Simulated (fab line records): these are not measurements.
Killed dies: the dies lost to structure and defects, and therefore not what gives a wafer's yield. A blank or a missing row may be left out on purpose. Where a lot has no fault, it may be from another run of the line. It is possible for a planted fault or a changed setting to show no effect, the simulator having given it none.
Chamber matching + flow n5_finfet + pecvd-03 running N5_BEOL_M2_DEP_57: 3 sister chambers
The step deposits SiCN from 3MS/NH3, target thk 8 nm, time 14 s. 6 wafers are shown with their chamber, then 7 later ones without.

WAFERS, EACH WITH ITS CHAMBER
| wafer  | chamber | throttle_valve_pct (%) | showerhead_plenum_p_Torr (Torr) |
|--------|---------|------------------------|---------------------------------|
| L087.4 | 0       | 11.1                   | 3.658                           |
| L085.5 | 0       | 10.6                   | 3.660                           |
| L089.2 | 2       | 8.3                    | 3.695                           |
| L089.5 | 1       | 9.2                    | 3.690                           |
| L090.1 | 1       | 9.6                    | 3.687                           |
| L090.3 | 2       | 8.5                    | 3.688                           |

WAFERS MISSING THEIR CHAMBER
| wafer  | throttle_valve_pct (%) | showerhead_plenum_p_Torr (Torr) |
|--------|------------------------|---------------------------------|
| L090.6 | 8.1                    | 3.681                           |
| L091.1 | 9.6                    | 3.687                           |
| L091.4 | 8.2                    | 3.684                           |
| L091.6 | 9.5                    | 3.700                           |
| L097.1 | 9.4                    | 3.696                           |
| L097.3 | 11.2                   | 3.652                           |
| L097.4 | 9.5                    | 3.688                           |

WHICH CHAMBER EACH WENT THROUGH
| wafer  | from the rows above     | in truth |
|--------|-------------------------|----------|
| L090.6 | can't be placed: 2 or 1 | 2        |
| L091.1 | 1                       | 1        |
| L091.4 | 2                       | 2        |
| L091.6 | can't be placed: 1 or 2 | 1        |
| L097.1 | can't be placed: 1 or 2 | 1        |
| L097.3 | 0                       | 0        |
| L097.4 | 1                       | 1        |
Placed correctly: 4 of 7. Unplaceable from these rows: 3, with the true chamber sitting among the candidates in 3. Number placed wrongly: 0.
How it was worked out, from the rows above alone: a wafer's distance from a chamber is the root of the sum, over the readings, of the square of ((its reading less the chamber's mean) divided by the reading's scatter). The wafer belongs to the nearest chamber; if the next one is less than 2 further off, it can't be placed. For every chamber, the mean is computed from those of its wafers that are shown. The scatter is the square root of a quotient: the sum, over the shown wafers, of each reading's squared deviation from its chamber's mean, divided by wafers minus chambers.
